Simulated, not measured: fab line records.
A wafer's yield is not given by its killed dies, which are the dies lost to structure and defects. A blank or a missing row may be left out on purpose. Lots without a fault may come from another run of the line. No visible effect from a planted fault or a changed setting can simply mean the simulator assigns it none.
fab line records	flow n5-finfet
record lots=24	wafers=72	last-day=17
route steps=1938 shown BEOL_M3@974
lots that met no fault: taken from a fault-free run of the same line
start-h: start of the lot's first displayed wafer, in hours after the record's first day	wait-h: hours since the lot's step before	" same as the row above	L1.1+2: a single row standing in for several wafers	- no value, or no start given	* or withheld: withheld	< > ~ a bound
route shown NAME@n: a module of which the file shows steps, and the number in the route of the first	usual: mean/standard deviation of fault-free wafers	same: alike in all rows	chamber/n: place in a boat	sites: each site's reading	_std_site: standard deviation of those values	_edge_site: mean of outer sites minus mean of inner sites	radius-mm: how far each site lies from the wafer's centre	mask NAME#n: copy n	behind: tool/chamber where the wafer was last shaped	hold: why the lot went on hold/how many hours it stayed there/how the hold came to an end	device: names the non-switching transistor (n, p or np)	end of line: tests of these same wafers at the route's end	a step with no rows: only its recipe	killed: at the first sort, the dies lost to defects and structure; wafer yield is something else	map: the dies of a wafer, with x for killed, . for not killed, _ for no die there
set.NAME: the setting that was run; set.NAME@STEP: the one run at that earlier step	model.NAME: the simulator's own value behind a step, which no gauge read
the route's steps for a sample of lots (tables are steps, rows are wafers)
services: the hour from which a tool's chamber was out of use, counted from the record's first day as start-h (under 0 if before that day), plus the number of hours and why
## steps
# step N5_BEOL_M3_ETCH_70
# recipe chemistry=N2/H2	target=SOC	target-depth-a=800	overetch-a=160	mask-material=SiARC	temp-c=40	time-s=120	ion-energy-ev=200	pressure-mtorr=30	source-w=840	bias-w=150	n2-flow-sccm=200	h2-flow-sccm=200
# usual drypump-motor-current-A=5.8/0.57	oes-product-au=0.62/0.052	rf-vpp-V=524.4/2.6	showerhead-plenum-p-Torr=2.57/0.091	throttle-valve-pct=17.80/0.24
lot.wafer	tool	chamber	start-h	wait-h	drypump-motor-current-A	oes-product-au	rf-hours-counter-h	rf-vpp-V	showerhead-plenum-p-Torr	throttle-valve-pct
L074.1	rie-diel-06	3	141.87	0.0	6.6	0.65	67	522.0	2.48	17.75
L074.3	"	1	"	"	5.5	0.58	170	520.8	2.43	17.86
L074.5	"	0	"	"	5.7	0.67	-	524.8	2.60	17.53
L075.3	rie-diel-06	2	158.29	0.0	6.5	0.59	144	523.4	2.54	17.77
L075.5	"	3	"	"	6.5	0.64	-	520.2	2.48	17.77
L075.6	"	0	"	"	5.7	0.67	-	526.0	2.60	17.55
L077.1	rie-diel-06	3	161.35	0.0	6.6	0.64	73	522.9	2.48	17.76
L077.4	"	0	"	"	5.7	0.66	36	525.8	2.60	17.54
L077.6	"	2	"	"	6.5	0.60	-	524.3	2.54	17.77
L076.1	rie-diel-02	3	171.38	0.0	6.6	0.74	3	526.1	2.60	17.38
L076.4	"	2	"	"	5.1	0.62	87	522.5	2.47	17.66
L076.5	"	0	"	"	5.1	0.71	-	528.9	2.72	17.97
L078.1	rie-diel-06	0	173.06	0.0	5.7	0.65	39	526.0	2.60	17.55
L078.2	"	2	"	"	6.5	0.59	148	523.4	2.54	17.76
L078.3	"	3	"	"	6.6	0.64	76	521.0	2.48	17.75
L079.2	rie-diel-02	2	174.26	0.0	5.1	0.62	88	522.0	2.47	17.65
L079.3	"	1	"	"	5.6	0.57	157	526.2	2.65	18.03
L079.5	"	3	"	"	6.5	0.73	-	525.6	2.60	17.36
L080.1	rie-diel-02	2	176.52	0.0	5.1	0.61	89	522.3	2.47	17.65
L080.2	"	1	"	"	5.5	0.58	158	525.1	2.65	18.02
L080.6	"	2	"	"	5.1	0.62	-	521.8	2.47	17.64
L081.2	rie-diel-02	0	213.80	0.0	5.1	0.68	28	528.6	2.71	18.00
L081.4	"	3	"	"	6.6	0.69	-	524.0	2.59	17.39
L081.5	"	0	"	"	5.1	0.68	-	528.0	2.71	18.00
L084.1	rie-diel-06	0	213.83	0.0	5.8	0.65	52	526.3	2.59	17.58
L084.3	"	2	"	"	6.5	0.59	161	524.8	2.53	17.78
L084.5	"	1	"	"	5.5	0.56	-	521.2	2.43	17.88
L083.1	rie-diel-02	3	217.82	0.0	6.6	0.69	22	525.0	2.59	17.41
L083.3	"	1	"	"	5.6	0.57	174	527.7	2.65	18.06
L083.5	"	1	"	"	5.6	0.57	-	525.7	2.65	18.08
L082.3	rie-diel-06	0	218.10	0.0	5.7	0.64	53	524.8	2.59	17.57
L082.4	"	2	"	"	6.5	0.58	162	523.1	2.53	17.81
L082.5	"	1	"	"	5.5	0.56	-	518.8	2.42	17.90
L085.2	rie-diel-06	0	220.57	0.0	5.7	0.65	53	524.9	2.59	17.58
L085.4	"	2	"	"	6.5	0.59	163	523.5	2.53	17.80
L085.5	"	2	"	"	6.5	0.59	-	523.4	2.53	17.80
L086.2	rie-diel-06	2	226.24	0.0	6.5	0.58	164	524.5	2.53	17.82
L086.4	"	1	"	"	5.5	0.55	195	520.8	2.42	17.90
L086.6	"	2	"	"	6.5	0.58	-	522.7	2.53	17.79
L087.2	rie-diel-02	1	232.60	0.0	5.6	0.56	180	526.1	2.64	18.07
L087.3	"	0	"	"	5.1	0.68	36	527.5	2.71	18.04
L087.4	"	2	"	"	5.1	0.61	93	523.0	2.47	17.65
L088.3	rie-diel-02	2	236.59	0.0	5.1	0.61	94	521.2	2.47	17.68
L088.4	"	1	"	"	5.5	0.57	181	526.0	2.64	18.06
L088.5	"	0	"	"	5.1	0.67	-	527.8	2.71	18.03
L089.1	rie-diel-06	3	246.68	0.0	6.6	0.63	98	521.0	2.47	17.81
L089.3	"	2	"	"	6.5	0.59	170	524.3	2.53	17.82
L089.4	"	0	"	"	5.7	0.63	61	525.0	2.59	17.59
L090.1	rie-diel-05	1	254.70	0.0	5.8	0.56	203	526.1	2.63	18.16
L090.2	"	2	"	"	5.4	0.56	203	523.2	2.52	18.26
L090.3	"	0	"	"	5.7	0.69	24	522.7	2.49	17.49
L092.1	rie-diel-05	1	264.64	0.0	5.8	0.56	205	525.4	2.63	18.15
L092.4	"	0	"	"	5.7	0.69	26	522.4	2.49	17.48
L092.5	"	2	"	"	5.4	0.56	-	523.2	2.52	18.27
L091.1	rie-diel-02	3	269.71	0.0	6.6	0.67	39	525.2	2.58	17.43
L091.2	"	2	"	"	5.1	0.61	103	522.9	2.46	17.67
L091.5	"	3	"	"	6.6	0.66	-	524.5	2.58	17.43
L093.1	rie-diel-05	1	269.78	0.0	5.8	0.56	206	526.0	2.63	18.15
L093.2	"	3	"	"	5.7	0.69	19	528.3	2.70	17.74
L093.5	"	1	"	"	5.8	0.56	-	527.0	2.63	18.16
L094.2	rie-diel-02	0	272.72	0.0	5.1	0.66	47	527.4	2.70	18.04
L094.3	"	3	"	"	6.5	0.66	40	524.2	2.58	17.45
L094.5	"	0	"	"	5.1	0.66	-	527.4	2.70	18.04
L095.2	rie-diel-02	1	282.74	0.0	5.5	0.55	193	526.2	2.64	18.11
L095.4	"	2	"	"	5.1	0.60	107	521.1	2.46	17.69
L095.6	"	3	"	"	6.6	0.66	-	524.1	2.58	17.43
L096.1	rie-diel-02	3	285.23	0.0	6.6	0.66	43	524.1	2.58	17.44
L096.2	"	1	"	"	5.5	0.56	194	525.3	2.64	18.11
L096.6	"	3	"	"	6.6	0.67	-	525.0	2.58	17.46
L097.1	rie-diel-02	2	289.24	0.0	5.1	0.60	109	522.6	2.46	17.68
L097.2	"	3	"	"	6.5	0.66	45	524.6	2.58	17.45
L097.4	"	0	"	"	5.1	0.65	52	528.0	2.70	18.05
# step N5_BEOL_M3_DEGAS_44
# recipe ambient=vacuum	temp-c=250	time-s=60
# usual heater-power-w=327/25
lot.wafer	tool	chamber	start-h	wait-h	heater-power-w
L074.1	pvd-sputter-02	-	142.62	0.2	342
L074.3	"	-	"	"	351
L074.5	"	-	"	"	348
L075.3	pvd-sputter-03	-	158.92	0.1	348
L075.5	"	-	"	"	355
L075.6	"	-	"	"	343
L077.1	pvd-sputter-03	-	162.46	0.6	348
L077.4	"	-	"	"	340
L077.6	"	-	"	"	333
L076.1	pvd-sputter-01	-	172.03	0.1	314
L076.4	"	-	"	"	309
L076.5	"	-	"	"	265
L078.1	pvd-sputter-02	-	173.78	0.2	352
L078.2	"	-	"	"	347
L078.3	"	-	"	"	342
L079.2	pvd-sputter-01	-	174.81	0.0	311
L079.3	"	-	"	"	353
L079.5	"	-	"	"	315
L080.1	pvd-sputter-02	-	177.12	0.1	337
L080.2	"	-	"	"	330
L080.6	"	-	"	"	324
L084.1	pvd-sputter-01	-	214.71	0.4	271
L084.3	"	-	"	"	315
L084.5	"	-	"	"	343
L081.2	pvd-sputter-02	-	214.75	0.3	334
L081.4	"	-	"	"	325
L081.5	"	-	"	"	342
L083.1	pvd-sputter-02	-	218.77	0.4	348
L083.3	"	-	"	"	346
L083.5	"	-	"	"	346
L082.3	pvd-sputter-02	-	218.85	0.1	345
L082.4	"	-	"	"	344
L082.5	"	-	"	"	342
L085.2	pvd-sputter-01	-	221.54	0.4	306
L085.4	"	-	"	"	342
L085.5	"	-	"	"	341
L086.2	pvd-sputter-02	-	226.80	0.0	336
L086.4	"	-	"	"	325
L086.6	"	-	"	"	343
L087.2	pvd-sputter-02	-	233.35	0.2	343
L087.3	"	-	"	"	338
L087.4	"	-	"	"	348
L088.3	pvd-sputter-02	-	237.46	0.4	345
L088.4	"	-	"	"	331
L088.5	"	-	"	"	344
L089.1	pvd-sputter-03	-	247.32	0.1	287
L089.3	"	-	"	"	346
L089.4	"	-	"	"	321
L090.1	pvd-sputter-01	-	255.76	0.6	269
L090.2	"	-	"	"	359
L090.3	"	-	"	"	324
L092.1	pvd-sputter-02	-	265.39	0.2	347
L092.4	"	-	"	"	352
L092.5	"	-	"	"	338
L091.1	pvd-sputter-03	-	270.48	0.3	342
L091.2	"	-	"	"	315
L091.5	"	-	"	"	319
L093.1	pvd-sputter-02	-	270.51	0.2	346
L093.2	"	-	"	"	336
L093.5	"	-	"	"	344
L094.2	pvd-sputter-03	-	273.74	0.5	308
L094.3	"	-	"	"	281
L094.5	"	-	"	"	347
L095.2	pvd-sputter-01	-	283.36	0.1	351
L095.4	"	-	"	"	264
L095.6	"	-	"	"	326
L096.1	pvd-sputter-03	-	285.99	0.3	355
L096.2	"	-	"	"	341
L096.6	"	-	"	"	313
L097.1	pvd-sputter-01	-	289.94	0.2	347
L097.2	"	-	"	"	265
L097.4	"	-	"	"	315
# step N5_BEOL_M3_ANNEAL_49
# recipe temp-c=400	time-s=240	ambient=vacuum
# usual heater-power-w=818/62	susceptor_temp_C_max=401.0/0.43
lot.wafer	tool	chamber	start-h	wait-h	heater-power-w	susceptor_temp_C_max
L074.1	pvd-sputter-03	-	143.27	0.0	700	401.2
L074.3	"	-	"	"	788	400.4
L074.5	"	-	"	"	861	401.4
L075.3	pvd-sputter-01	-	159.54	0.0	781	400.3
L075.5	"	-	"	"	800	401.0
L075.6	"	-	"	"	806	400.8
L077.1	pvd-sputter-02	-	163.59	0.0	813	400.3
L077.4	"	-	"	"	855	401.1
L077.6	"	-	"	"	862	400.6
L076.1	pvd-sputter-01	-	172.88	0.0	778	401.3
L076.4	"	-	"	"	652	401.0
L076.5	"	-	"	"	790	400.8
L078.1	pvd-sputter-03	-	174.50	0.0	887	401.4
L078.2	"	-	"	"	716	401.2
L078.3	"	-	"	"	781	400.7
L079.2	pvd-sputter-01	-	175.44	0.0	783	400.7
L079.3	"	-	"	"	678	400.9
L079.5	"	-	"	"	809	400.8
L080.1	pvd-sputter-03	-	177.76	0.0	708	401.0
L080.2	"	-	"	"	856	401.4
L080.6	"	-	"	"	872	401.7
L081.2	pvd-sputter-01	-	215.53	0.0	806	400.9
L081.4	"	-	"	"	882	401.4
L081.5	"	-	"	"	806	400.9
L084.1	pvd-sputter-02	-	216.39	0.0	871	400.3
L084.3	"	-	"	"	867	400.6
L084.5	"	-	"	"	882	400.7
L083.1	pvd-sputter-02	-	219.74	0.0	793	400.7
L083.3	"	-	"	"	847	400.5
L083.5	"	-	"	"	797	400.6
L082.3	pvd-sputter-03	-	220.85	0.0	710	400.6
L082.4	"	-	"	"	849	401.0
L082.5	"	-	"	"	844	401.7
L085.2	pvd-sputter-01	-	222.34	0.0	798	400.9
L085.4	"	-	"	"	779	400.4
L085.5	"	-	"	"	785	400.8
L086.2	pvd-sputter-03	-	227.50	0.0	781	400.7
L086.4	"	-	"	"	875	401.8
L086.6	"	-	"	"	856	401.4
L087.2	pvd-sputter-01	-	234.32	0.0	883	401.1
L087.3	"	-	"	"	783	400.5
L087.4	"	-	"	"	798	401.2
L088.3	pvd-sputter-01	-	238.35	0.0	786	401.0
L088.4	"	-	"	"	882	401.4
L088.5	"	-	"	"	802	401.0
L089.1	pvd-sputter-02	-	248.07	0.0	886	400.8
L089.3	"	-	"	"	831	401.4
L089.4	"	-	"	"	817	400.7
L090.1	pvd-sputter-02	-	256.54	0.0	854	400.8
L090.2	"	-	"	"	825	400.7
L090.3	"	-	"	"	841	401.1
L092.1	pvd-sputter-03	-	268.14	0.0	859	402.1
L092.4	"	-	"	"	869	401.6
L092.5	"	-	"	"	798	400.6
L091.1	pvd-sputter-03	-	271.26	0.0	785	400.5
L091.2	"	-	"	"	705	401.3
L091.5	"	-	"	"	726	401.4
L093.1	pvd-sputter-01	-	271.42	0.0	673	401.1
L093.2	"	-	"	"	878	401.2
L093.5	"	-	"	"	883	401.7
L094.2	pvd-sputter-02	-	274.42	0.0	873	401.3
L094.3	"	-	"	"	847	400.6
L094.5	"	-	"	"	864	401.6
L095.2	pvd-sputter-02	-	285.31	0.0	890	401.0
L095.4	"	-	"	"	838	400.5
L095.6	"	-	"	"	866	400.9
L096.1	pvd-sputter-02	-	287.15	0.0	799	400.6
L096.2	"	-	"	"	863	401.3
L096.6	"	-	"	"	864	400.5
L097.1	pvd-sputter-03	-	291.18	0.0	796	400.8
L097.2	"	-	"	"	824	400.7
L097.4	"	-	"	"	722	401.0
# step N5_BEOL_M3_ANNEAL_80
# recipe temp-c=400	time-s=240	ambient=vacuum
# usual heater-power-w=817/61	susceptor_temp_C_max=401.0/0.45
lot.wafer	tool	chamber	start-h	wait-h	heater-power-w	susceptor_temp_C_max
L074.1	pvd-sputter-03	-	143.49	0.0	727	400.9
L074.3	"	-	"	"	790	400.3
L074.5	"	-	"	"	859	401.4
L075.3	pvd-sputter-01	-	159.76	0.0	760	401.5
L075.5	"	-	"	"	794	401.1
L075.6	"	-	"	"	803	401.6
L077.1	pvd-sputter-02	-	163.81	0.0	818	400.9
L077.4	"	-	"	"	882	400.5
L077.6	"	-	"	"	872	400.6
L076.1	pvd-sputter-01	-	173.10	0.0	802	400.8
L076.4	"	-	"	"	676	401.2
L076.5	"	-	"	"	807	401.2
L078.1	pvd-sputter-03	-	174.72	0.0	849	400.9
L078.2	"	-	"	"	721	400.8
L078.3	"	-	"	"	788	401.0
L079.2	pvd-sputter-01	-	175.66	0.0	780	400.9
L079.3	"	-	"	"	653	400.4
L079.5	"	-	"	"	785	400.8
L080.1	pvd-sputter-03	-	177.98	0.0	725	401.5
L080.2	"	-	"	"	870	402.0
L080.6	"	-	"	"	861	401.7
L081.2	pvd-sputter-01	-	215.75	0.0	802	401.3
L081.4	"	-	"	"	880	401.5
L081.5	"	-	"	"	821	401.2
L084.1	pvd-sputter-02	-	216.61	0.0	866	400.3
L084.3	"	-	"	"	852	400.3
L084.5	"	-	"	"	858	400.7
L083.1	pvd-sputter-02	-	219.96	0.0	809	400.6
L083.3	"	-	"	"	872	401.3
L083.5	"	-	"	"	815	400.7
L082.3	pvd-sputter-03	-	221.07	0.0	700	400.8
L082.4	"	-	"	"	879	400.9
L082.5	"	-	"	"	851	401.4
L085.2	pvd-sputter-01	-	222.56	0.0	800	400.9
L085.4	"	-	"	"	803	400.8
L085.5	"	-	"	"	790	401.0
L086.2	pvd-sputter-03	-	227.72	0.0	813	400.6
L086.4	"	-	"	"	869	401.5
L086.6	"	-	"	"	854	401.7
L087.2	pvd-sputter-01	-	234.54	0.0	872	401.1
L087.3	"	-	"	"	816	401.0
L087.4	"	-	"	"	806	400.9
L088.3	pvd-sputter-01	-	238.57	0.0	795	401.1
L088.4	"	-	"	"	854	401.4
L088.5	"	-	"	"	816	400.8
L089.1	pvd-sputter-02	-	248.29	0.0	887	400.7
L089.3	"	-	"	"	824	401.6
L089.4	"	-	"	"	790	400.4
L090.1	pvd-sputter-02	-	256.76	0.0	857	400.7
L090.2	"	-	"	"	803	400.1
L090.3	"	-	"	"	829	401.1
L092.1	pvd-sputter-03	-	268.36	0.0	858	401.6
L092.4	"	-	"	"	858	401.1
L092.5	"	-	"	"	794	400.6
L091.1	pvd-sputter-03	-	271.48	0.0	766	401.0
L091.2	"	-	"	"	709	401.5
L091.5	"	-	"	"	710	401.0
L093.1	pvd-sputter-01	-	271.64	0.0	669	400.8
L093.2	"	-	"	"	865	401.5
L093.5	"	-	"	"	884	401.1
L094.2	pvd-sputter-02	-	274.64	0.0	860	401.8
L094.3	"	-	"	"	834	400.5
L094.5	"	-	"	"	824	401.5
L095.2	pvd-sputter-02	-	285.53	0.0	870	400.6
L095.4	"	-	"	"	862	401.6
L095.6	"	-	"	"	844	401.5
L096.1	pvd-sputter-02	-	287.37	0.0	817	400.8
L096.2	"	-	"	"	846	401.4
L096.6	"	-	"	"	877	400.8
L097.1	pvd-sputter-03	-	291.40	0.0	805	400.6
L097.2	"	-	"	"	863	401.1
L097.4	"	-	"	"	708	401.4
# step N5_BEOL_M3_ANNEAL_89
# recipe temp-c=400	time-s=240	ambient=vacuum
# usual heater-power-w=817/62	susceptor_temp_C_max=401.0/0.43
lot.wafer	tool	chamber	start-h	wait-h	heater-power-w	susceptor_temp_C_max
L074.1	pvd-sputter-03	-	144.15	0.0	717	401.0
L074.3	"	-	"	"	809	400.7
L074.5	"	-	"	"	866	401.3
L075.3	pvd-sputter-01	-	160.42	0.0	773	401.3
L075.5	"	-	"	"	778	401.5
L075.6	"	-	"	"	806	400.4
L077.1	pvd-sputter-02	-	164.47	0.0	803	400.7
L077.4	"	-	"	"	881	400.6
L077.6	"	-	"	"	886	400.4
L076.1	pvd-sputter-01	-	173.76	0.0	803	401.0
L076.4	"	-	"	"	669	401.4
L076.5	"	-	"	"	787	401.4
L078.1	pvd-sputter-03	-	175.38	0.0	857	400.7
L078.2	"	-	"	"	706	401.6
L078.3	"	-	"	"	799	400.8
L079.2	pvd-sputter-01	-	176.32	0.0	797	400.9
L079.3	"	-	"	"	659	401.2
L079.5	"	-	"	"	792	401.3
L080.1	pvd-sputter-03	-	178.64	0.0	719	401.3
L080.2	"	-	"	"	885	401.5
L080.6	"	-	"	"	871	401.7
L081.2	pvd-sputter-01	-	216.41	0.0	798	400.9
L081.4	"	-	"	"	868	401.4
L081.5	"	-	"	"	795	400.7
L084.1	pvd-sputter-02	-	217.27	0.0	858	400.3
L084.3	"	-	"	"	879	400.5
L084.5	"	-	"	"	870	400.6
L083.1	pvd-sputter-02	-	220.62	0.0	835	400.4
L083.3	"	-	"	"	871	400.7
L083.5	"	-	"	"	801	400.2
L082.3	pvd-sputter-03	-	221.73	0.0	692	401.0
L082.4	"	-	"	"	850	401.0
L082.5	"	-	"	"	888	401.6
L085.2	pvd-sputter-01	-	223.22	0.0	805	400.8
L085.4	"	-	"	"	778	401.2
L085.5	"	-	"	"	799	401.1
L086.2	pvd-sputter-03	-	228.38	0.0	796	400.2
L086.4	"	-	"	"	851	401.6
L086.6	"	-	"	"	839	402.1
L087.2	pvd-sputter-01	-	235.20	0.0	892	401.8
L087.3	"	-	"	"	804	400.6
L087.4	"	-	"	"	780	400.8
L088.3	pvd-sputter-01	-	239.23	0.0	786	401.1
L088.4	"	-	"	"	899	401.3
L088.5	"	-	"	"	776	400.8
L089.1	pvd-sputter-02	-	248.95	0.0	856	400.8
L089.3	"	-	"	"	831	400.8
L089.4	"	-	"	"	805	401.0
L090.1	pvd-sputter-02	-	257.42	0.0	849	400.8
L090.2	"	-	"	"	816	400.3
L090.3	"	-	"	"	838	401.0
L092.1	pvd-sputter-03	-	269.02	0.0	864	401.5
L092.4	"	-	"	"	869	401.1
L092.5	"	-	"	"	804	400.7
L091.1	pvd-sputter-03	-	272.14	0.0	793	401.1
L091.2	"	-	"	"	723	401.1
L091.5	"	-	"	"	701	400.8
L093.1	pvd-sputter-01	-	272.30	0.0	640	400.9
L093.2	"	-	"	"	878	401.1
L093.5	"	-	"	"	886	401.0
L094.2	pvd-sputter-02	-	275.30	0.0	848	401.8
L094.3	"	-	"	"	863	400.1
L094.5	"	-	"	"	848	401.7
L095.2	pvd-sputter-02	-	286.19	0.0	852	400.5
L095.4	"	-	"	"	869	401.1
L095.6	"	-	"	"	871	401.3
L096.1	pvd-sputter-02	-	288.03	0.0	792	400.7
L096.2	"	-	"	"	851	400.8
L096.6	"	-	"	"	864	400.3
L097.1	pvd-sputter-03	-	292.06	0.0	790	400.7
L097.2	"	-	"	"	842	401.3
L097.4	"	-	"	"	716	401.3
# step N5_BEOL_M3_SPUTTER_90
# recipe material=Cu	target-thk-a=45	temp-c=-20	chamber-pressure-pa=0.07	power-w=withheld	time-s=8.29
# usual substrate-temp-c=-19.99/0.1	throttle-valve-pct=29.7/1.1
lot.wafer	tool	chamber	start-h	wait-h	substrate-temp-c	throttle-valve-pct
L074.1	pvd-sputter-03	-	144.29	0.1	-20.02	29.5
L074.3	"	-	"	"	-19.97	28.7
L074.5	"	-	"	"	-20.09	31.3
L075.3	pvd-sputter-01	-	160.56	0.1	-20.02	30.8
L075.5	"	-	"	"	-20.15	30.8
L075.6	"	-	"	"	-19.86	28.5
L077.1	pvd-sputter-02	-	164.61	0.1	-20.17	28.9
L077.4	"	-	"	"	-19.91	28.6
L077.6	"	-	"	"	-19.96	29.9
L076.1	pvd-sputter-01	-	173.90	0.1	-20.23	31.0
L076.4	"	-	"	"	-20.03	30.1
L076.5	"	-	"	"	-20.07	31.0
L078.1	pvd-sputter-03	-	175.52	0.1	-20.16	27.9
L078.2	"	-	"	"	-19.81	29.8
L078.3	"	-	"	"	-19.99	29.1
L079.2	pvd-sputter-01	-	176.46	0.1	-19.91	28.6
L079.3	"	-	"	"	-19.87	30.2
L079.5	"	-	"	"	-19.86	28.6
L080.1	pvd-sputter-03	-	178.78	0.1	-19.95	29.7
L080.2	"	-	"	"	-19.91	31.2
L080.6	"	-	"	"	-20.13	31.1
L081.2	pvd-sputter-01	-	216.55	0.1	-20.00	28.4
L081.4	"	-	"	"	-19.88	31.0
L081.5	"	-	"	"	-20.05	28.7
L084.1	pvd-sputter-02	-	217.41	0.1	-19.89	28.3
L084.3	"	-	"	"	-20.04	30.1
L084.5	"	-	"	"	-20.06	30.1
L083.1	pvd-sputter-02	-	220.76	0.1	-20.07	28.8
L083.3	"	-	"	"	-19.91	30.1
L083.5	"	-	"	"	-19.99	29.0
L082.3	pvd-sputter-03	-	221.87	0.1	-19.78	30.0
L082.4	"	-	"	"	-19.96	27.8
L082.5	"	-	"	"	-19.99	30.9
L085.2	pvd-sputter-01	-	223.36	0.1	-19.90	28.8
L085.4	"	-	"	"	-19.79	30.8
L085.5	"	-	"	"	-20.00	28.8
L086.2	pvd-sputter-03	-	228.52	0.1	-20.12	29.1
L086.4	"	-	"	"	-19.92	31.3
L086.6	"	-	"	"	-19.78	31.3
L087.2	pvd-sputter-01	-	235.34	0.1	-19.99	30.9
L087.3	"	-	"	"	-19.98	28.8
L087.4	"	-	"	"	-20.18	31.2
L088.3	pvd-sputter-01	-	239.37	0.1	-20.13	30.6
L088.4	"	-	"	"	-19.99	31.1
L088.5	"	-	"	"	-20.19	28.7
L089.1	pvd-sputter-02	-	249.09	0.1	-20.05	28.4
L089.3	"	-	"	"	-19.90	30.3
L089.4	"	-	"	"	-19.96	29.0
L090.1	pvd-sputter-02	-	257.56	0.1	-19.81	29.7
L090.2	"	-	"	"	-19.89	29.0
L090.3	"	-	"	"	-20.03	30.3
L092.1	pvd-sputter-03	-	269.16	0.1	-20.08	31.1
L092.4	"	-	"	"	-19.87	28.1
L092.5	"	-	"	"	-19.98	29.2
L091.1	pvd-sputter-03	-	272.28	0.1	-19.99	29.3
L091.2	"	-	"	"	-19.98	29.8
L091.5	"	-	"	"	-19.96	29.6
L093.1	pvd-sputter-01	-	272.44	0.1	-19.92	30.0
L093.2	"	-	"	"	-19.90	30.9
L093.5	"	-	"	"	-19.98	31.0
L094.2	pvd-sputter-02	-	275.44	0.1	-20.06	30.5
L094.3	"	-	"	"	-20.09	29.8
L094.5	"	-	"	"	-19.90	30.4
L095.2	pvd-sputter-02	-	286.33	0.1	-19.93	30.1
L095.4	"	-	"	"	-20.00	30.5
L095.6	"	-	"	"	-20.18	30.3
L096.1	pvd-sputter-02	-	288.17	0.1	-19.99	28.9
L096.2	"	-	"	"	-20.00	30.5
L096.6	"	-	"	"	-19.93	28.5
L097.1	pvd-sputter-03	-	292.20	0.1	-20.14	29.1
L097.2	"	-	"	"	-20.03	27.9
L097.4	"	-	"	"	-20.09	29.7
## services
tool	chamber	start-h	hours	kind
rie-diel-02	0	118.74	-	clean
rie-diel-02	0	118.74	-	consumable-replace:focus-ring
rie-diel-02	0	118.74	-	consumable-replace:showerhead
rie-diel-02	0	118.74	18.6	scheduled-down
rie-diel-02	0	118.74	18.6	vent-cycle
rie-diel-05	0	134.07	5.7	repair
rie-diel-02	3	143.56	-	clean
rie-diel-02	3	143.56	-	consumable-replace:focus-ring
rie-diel-02	3	143.56	16.6	scheduled-down
rie-diel-02	3	143.56	16.6	vent-cycle
rie-diel-05	0	159.98	-	clean
rie-diel-05	0	159.98	-	consumable-replace:focus-ring
rie-diel-05	0	159.98	15.6	scheduled-down
rie-diel-05	0	159.98	15.6	vent-cycle
rie-diel-05	3	175.58	-	clean
rie-diel-05	3	175.58	-	consumable-replace:focus-ring
rie-diel-05	3	175.58	-	consumable-replace:showerhead
rie-diel-05	3	175.58	22.7	scheduled-down
rie-diel-05	3	175.58	22.7	vent-cycle
rie-diel-02	2	187.47	42.2	repair
rie-diel-05	-	197.43	0.5	repair
## key
fault none
